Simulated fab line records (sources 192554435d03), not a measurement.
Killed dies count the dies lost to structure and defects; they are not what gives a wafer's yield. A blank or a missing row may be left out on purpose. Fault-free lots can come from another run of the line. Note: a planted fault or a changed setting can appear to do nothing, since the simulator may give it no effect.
Split-lot study ; flow n5Finfet ; 21 wafers read from 7 lots, route of 1938 steps

== THE SPLIT ==
At N5_BEOL_M14_EXPOSE_25 (exposes mask M14, target cd 280 nm), the setting doseMj was moved away from the recipe's 26.6 on 6 of the 21 wafers read, by -4.7% to +5.0%. For the rest of the wafers, this setting stayed at what the recipe calls for.

== FROM THE SPLIT TO THE READING: what the file shows between them, 3 steps ==
- N5_BEOL_M14_PEB_26: peb time 90 s
- N5_BEOL_M14_DEVELOP_27: develop time 45 s
- N5_BEOL_M14_HARDBAKE_32: time 120 s

== THE READING ==
cdNm, in nm, at N5_BEOL_M14_CD_MEAS_28 (target cd 284.4 nm). On this fab line, fault-free wafers typically give 284.8 nm with a standard deviation of 1.6 nm.

wafer;tool, chamber at the split;doseMj as run;against the recipe;cdNm, nm;against lot-mates on the recipe
L074.3;krfScanner-01, 0;27.73;+4.2%;290.2;+7.6
L074.5;krfScanner-01, 0;27.73;+4.2%;293.8;+11.2
L074.6;krfScanner-01, 0;26.6;recipe;282.6;-
L078.2;krfScanner-01, 0;26.6;recipe;284.2;-
L078.5;krfScanner-01, 0;26.6;recipe;285.5;-
L078.6;krfScanner-01, 0;26.6;recipe;285.5;-
L079.1;krfScanner-02, 0;26.6;recipe;283.0;-
L079.2;krfScanner-02, 0;26.6;recipe;282.6;-
L079.3;krfScanner-02, 0;26.6;recipe;284.9;-
L085.1;krfScanner-02, 0;26.6;recipe;284.3;-
L085.3;krfScanner-02, 0;26.6;recipe;285.5;-
L085.6;krfScanner-02, 0;26.6;recipe;284.5;-
L096.2;krfScanner-01, 0;25.34;-4.7%;275.5;-7.1
L096.3;krfScanner-01, 0;26.6;recipe;282.8;-
L096.6;krfScanner-01, 0;26.6;recipe;282.4;-
L094.4;krfScanner-01, 0;26.6;recipe;285.4;-
L094.5;krfScanner-01, 0;26.6;recipe;286.8;-
L094.6;krfScanner-01, 0;27.94;+5.0%;294.0;+7.9
L097.2;krfScanner-01, 0;26.6;recipe;285.5;-
L097.3;krfScanner-01, 0;25.53;-4.0%;277.1;-8.4
L097.4;krfScanner-01, 0;25.53;-4.0%;277.3;-8.2

THE FIT
A straight line over all 21 wafers: cdNm changes by +1.83 nm for each +1% of doseMj; r = +0.96; the points scatter about the line by 1.3 nm.
The same after taking each lot's own level away (the mean of its wafers on the recipe; 21 wafers): +1.89 nm for each +1%; r = +0.97; scatter 1.1 nm.
That fit puts the effect of the largest move of doseMj on the reading at 9.5 nm.
From 282.60 to 286.10 nm: that is the span of the lots' own levels, equal to 2.2 times the standard deviation above.
The two slopes are in agreement: the lot-to-lot level therefore moves the slope only a little.
Check: for one of the wafers moved furthest among these (+5.0%), held out of the fit, the line's prediction against its lot-mates is +10.2 nm. It came out at +7.9 nm against them.

== THESE WAFERS: OTHER SPLITS ==
These wafers also went through other splits before the reading. Each is held against what the fit with the lots' levels taken away leaves over:
other split on the same wafers;wafers away from the commonest value;r with cdNm (lot level and that fit taken away)
N5_BEOL_M12_TRENCH_ETCH_34 timeS;7;-0.12

== THE WHOLE CHAIN: every reading that the file lists as answering this split, in the file's order ==
step;what it does;reading;change (the file's fit);r (the file's)
N5_BEOL_M14_CD_MEAS_28;target cd 284.4 nm;cdNm;+1.79 nm for each +1% of the setting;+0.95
N5_BEOL_M14_DESCUM_33;chemistry O2, time 7.9 s;BEOL_M14.cdNm (the simulator's own value, which no gauge read);+1.75 nm for each +1% of the setting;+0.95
N5_BEOL_M14_TRENCH_ETCH_34;etches SiO2 in C4F8/O2/Ar, target depth 556.65 nm, time 126.9 s;BEOL_M14.cdNm (the simulator's own value, which no gauge read);+1.85 nm for each +1% of the setting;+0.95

== FILE'S OWN FIT ==
cdNm changes by +1.79 nm for each +1% of doseMj, r = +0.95.
